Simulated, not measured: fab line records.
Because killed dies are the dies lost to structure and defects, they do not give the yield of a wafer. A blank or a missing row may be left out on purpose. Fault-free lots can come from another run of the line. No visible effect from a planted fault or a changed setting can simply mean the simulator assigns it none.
Lot-split experiment	flow n5_finfet	on a route of 1938 steps: 7 lots, 21 wafers read

## THE SPLIT
At N5_ZERO_LAYER_EXPOSE_08 (exposes mask ZERO, defocus 0 nm, target cd 2000 nm), the setting dose_mj was moved away from the recipe's 16.2 on 4 of the 21 wafers read, by -7.5% to +5.3%. This setting was run at the recipe's value on the other wafers.

## FROM THE SPLIT TO THE READING: what the file shows between them, 2 steps
- N5_ZERO_LAYER_DEVELOP_10: develop time 60 s (also split here: develop_time_s)
- N5_ZERO_LAYER_HARDBAKE_23: time 120 s

## THE READING
cd_nm (nm) at N5_ZERO_LAYER_CD_MEAS_11, where the cd target is 2000 nm. Fault-free wafers of this fab line usually give 2000.9 nm, standard deviation 2 nm.

wafer	tool, chamber at the split	dose_mj as run	against the recipe	cd_nm, nm	against lot-mates on the recipe
L074.3	krf_scanner-02, 0	16.2	recipe	1996.3	-
L074.4	krf_scanner-02, 0	16.2	recipe	1998.6	-
L074.6	krf_scanner-02, 0	16.2	recipe	1997.5	-
L075.1	krf_scanner-02, 0	16.2	recipe	2003.1	-
L075.3	krf_scanner-02, 0	16.2	recipe	2000.2	-
L075.4	krf_scanner-02, 0	16.2	recipe	2003.4	-
L079.1	krf_scanner-02, 0	16.51	+1.9%	2009.6	+7.5
L079.3	krf_scanner-02, 0	16.51	+1.9%	2006.4	+4.3
L079.6	krf_scanner-02, 0	16.2	recipe	2002.1	-
L083.2	krf_scanner-01, 0	16.2	recipe	2001.0	-
L083.4	krf_scanner-01, 0	17.06	+5.3%	2012.2	+12.4
L083.6	krf_scanner-01, 0	16.2	recipe	1998.6	-
L087.1	krf_scanner-01, 0	16.2	recipe	1998.8	-
L087.4	krf_scanner-01, 0	16.2	recipe	1996.0	-
L087.6	krf_scanner-01, 0	16.2	recipe	2001.0	-
L090.3	krf_scanner-01, 0	16.2	recipe	1996.6	-
L090.4	krf_scanner-01, 0	16.2	recipe	2001.0	-
L090.5	krf_scanner-01, 0	16.2	recipe	2002.3	-
L091.2	krf_scanner-02, 0	16.2	recipe	1996.6	-
L091.5	krf_scanner-02, 0	14.99	-7.5%	1983.5	-14.6
L091.6	krf_scanner-02, 0	16.2	recipe	1999.6	-

THE FIT
A straight line over all 21 wafers: cd_nm changes by +2.39 nm for each +1% of dose_mj; r = +0.90; the points scatter about the line by 2.6 nm.
The same after taking each lot's own level away (the mean of its wafers on the recipe; 21 wafers): +2.16 nm for each +1%; r = +0.94; scatter 1.8 nm.
Per that fit: largest dose_mj move, reading shift of 16 nm.
Measured against the standard deviation above, the lots' own levels, which go from 1997.47 to 2002.23 nm, span 2.4 times it.
Hence the slope depends on the lot-to-lot level, as the two fits are not the same.
Check: -18.4 nm against its lot-mates is what the line predicts for one of the wafers moved furthest among these (-7.5%) when that wafer is left out of the fit. Against them it came out at -14.6 nm.

## ADDITIONAL SPLITS CARRIED BY THESE WAFERS
Before the reading, these wafers also passed through other splits. Each is held against what the fit with the lots' levels taken away leaves over:
other split on the same wafers	wafers away from the commonest value	r with cd_nm (lot level and that fit taken away)
N5_ZERO_LAYER_DEVELOP_10 develop_time_s	6	+0.54

## THE WHOLE CHAIN: every reading that the file lists as answering this split, in the file's order
step	what it does	reading	change (the file's fit)	r (the file's)
N5_ZERO_LAYER_CD_MEAS_11	target cd 2000 nm	cd_nm	+2.12 nm for each +1% of the setting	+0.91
N5_ZERO_LAYER_DESCUM_16	chemistry O2, time 7.9 s	ZERO_LAYER.cd_nm (the simulator's own value, which no gauge read)	+2.31 nm for each +1% of the setting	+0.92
N5_ZERO_LAYER_ETCH_18	etches Si in HBr/Cl2, target depth 120 nm, time 40 s	ZERO_LAYER.cd_nm (the simulator's own value, which no gauge read)	+2.17 nm for each +1% of the setting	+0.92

## THE FILE'S OWN FIT
cd_nm changes by +2.12 nm for each +1% of dose_mj, r = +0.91.
